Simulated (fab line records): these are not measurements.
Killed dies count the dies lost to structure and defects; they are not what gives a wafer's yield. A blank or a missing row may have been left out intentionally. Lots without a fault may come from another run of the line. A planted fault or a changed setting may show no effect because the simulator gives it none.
2 desks, one fault | flow n5_finfet | each desk holds nothing but its own numbers, with what lay behind them at the end

== THE METROLOGY DESK ==
What the gauges read, lot by lot, whatever tool the lot ran on: means of the sampled wafers that have a number. Any lot whose mean is over 4 standard deviations away from the usual mean is out of limits and marked OUT; that distance is given in the brackets. Only the readings that lie furthest out on some lot appear, 7 of the 10 it has.
Columns: A = DIBL_N at N5_BEOL_M4_RC_MEAS_101, usual 36.0 mV/V; B = DIBL_P at N5_BEOL_M4_RC_MEAS_101, usual 35.8 mV/V; C = IOFF_N at N5_BEOL_M4_RC_MEAS_101, usual 0.152 nA/um; D = IOFF_P at N5_BEOL_M4_RC_MEAS_101, usual 0.20 nA/um; E = ION_N at N5_BEOL_M4_RC_MEAS_101, usual 670 uA/um; F = SS_P at N5_BEOL_M4_RC_MEAS_101, usual 73.2 mV/dec; G = VT_N at N5_BEOL_M4_RC_MEAS_101, usual 251 mV
lot  | first seen here | A    | B    | C     | D    | E   | F    | G
L958 | day 11 01:41    | 37.5 | 35.9 | 0.164 | 0.22 | 674 | 73.6 | 251
L966 | day 12 20:30    | 37.9 | 37.5 | 0.171 | 0.21 | 673 | 74.1 | 252
L965 | day 12 20:59    | 35.5 | 37.2 | 0.180 | 0.23 | 684 | 73.0 | 246
L969 | day 13 06:02    | 38.2 | 38.8 | 0.202 | 0.25 | 689 | 74.1 | 246
L967 | day 13 14:06    | 35.7 | 36.4 | 0.164 | 0.21 | 682 | 73.1 | 248
Result from this desk: across the 5 lots, nothing is out of limits.

== DESK OF THE TOOL OWNER: pecvd-02 ==
The tool's own readings at N5_PMOS_HMC_CHANNEL_EPI_HM_DEP_34 (deposits SiO2 from TEOS/O2, target thk 36 nm, time 6.9 s): means of the sampled wafers that have a number, for each lot that ran on this tool. Any lot whose mean is over 4 standard deviations away from the usual mean is out of limits and marked OUT; that distance is given in the brackets.
Columns: A = heater_power_w at N5_PMOS_HMC_CHANNEL_EPI_HM_DEP_34, usual 559 W; B = showerhead_plenum_p_Torr at N5_PMOS_HMC_CHANNEL_EPI_HM_DEP_34, usual 8.341 Torr; C = throttle_valve_pct at N5_PMOS_HMC_CHANNEL_EPI_HM_DEP_34, usual 19.1 %
lot  | first seen here | A   | B     | C
L958 | day 3 11:12     | 548 | 8.321 | 18.4
L965 | day 5 04:43     | 518 | 8.326 | 18.1
L966 | day 5 10:42     | 544 | 8.341 | 18.6
L967 | day 5 17:01     | 536 | 8.337 | 18.8
Result from this desk: across the 4 lots, nothing is out of limits.

== TAKEN TOGETHER ==
The metrology desk saw nothing out of limits.
Nothing out of limits was seen by the tool owner's desk.

== WHAT THE SIMULATOR PUT IN ==
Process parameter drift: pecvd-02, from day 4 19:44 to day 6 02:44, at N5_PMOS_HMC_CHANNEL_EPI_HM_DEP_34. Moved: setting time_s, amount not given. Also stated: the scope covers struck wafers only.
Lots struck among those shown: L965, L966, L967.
